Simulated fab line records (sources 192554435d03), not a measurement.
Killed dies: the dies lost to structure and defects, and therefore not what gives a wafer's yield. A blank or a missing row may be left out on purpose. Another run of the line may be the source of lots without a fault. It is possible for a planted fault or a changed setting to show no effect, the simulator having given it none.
Chamber matching :: flow n5 finfet :: pecvd-01 running N5_BEOL_M6_DEP_56: 3 sister chambers
The step deposits SiCN from 3MS/NH3, target thk 10 nm, time 17.5 s. 6 wafers are shown with their chamber, then 7 later ones without.

## WAFERS WITH THEIR CHAMBER
wafer: L084.4
chamber: 1
throttle valve pct (%): 9.1
showerhead plenum p Torr (Torr): 3.687

wafer: L084.6
chamber: 1
throttle valve pct (%): 9.1
showerhead plenum p Torr (Torr): 3.678

wafer: L086.5
chamber: 0
throttle valve pct (%): 10.0
showerhead plenum p Torr (Torr): 3.664

wafer: L086.6
chamber: 2
throttle valve pct (%): 8.7
showerhead plenum p Torr (Torr): 3.665

wafer: L087.2
chamber: 2
throttle valve pct (%): 8.3
showerhead plenum p Torr (Torr): 3.670

wafer: L087.4
chamber: 0
throttle valve pct (%): 9.8
showerhead plenum p Torr (Torr): 3.654

## WAFERS WITH NO CHAMBER GIVEN
wafer: L087.6
throttle valve pct (%): 8.2
showerhead plenum p Torr (Torr): 3.659

wafer: L088.2
throttle valve pct (%): 9.9
showerhead plenum p Torr (Torr): 3.666

wafer: L088.5
throttle valve pct (%): 8.5
showerhead plenum p Torr (Torr): 3.660

wafer: L088.6
throttle valve pct (%): 9.1
showerhead plenum p Torr (Torr): 3.683

wafer: L095.4
throttle valve pct (%): 10.1
showerhead plenum p Torr (Torr): 3.654

wafer: L095.5
throttle valve pct (%): 9.1
showerhead plenum p Torr (Torr): 3.678

wafer: L095.6
throttle valve pct (%): 8.6
showerhead plenum p Torr (Torr): 3.670

## THE CHAMBER EACH PASSED THROUGH
wafer: L087.6
from the rows above: 2
in truth: 2

wafer: L088.2
from the rows above: 0
in truth: 0

wafer: L088.5
from the rows above: 2
in truth: 2

wafer: L088.6
from the rows above: 1
in truth: 1

wafer: L095.4
from the rows above: 0
in truth: 0

wafer: L095.5
from the rows above: 1
in truth: 1

wafer: L095.6
from the rows above: 2
in truth: 2
Placed correctly: 7 of 7. Number that these rows cannot place: 0. Wrongly placed: 0.
How it was worked out, from the rows above alone: a wafer's distance from a chamber is the root of the sum, over the readings, of the square of ((its reading less the chamber's mean) divided by the reading's scatter). The wafer belongs to the nearest chamber; if the next one is less than 2 further off, it can't be placed. The mean given for a chamber averages the wafers shown for that chamber. The scatter: take each reading less its chamber's mean, square it, sum over the shown wafers, divide by the number of wafers less the number of chambers, and take the root.
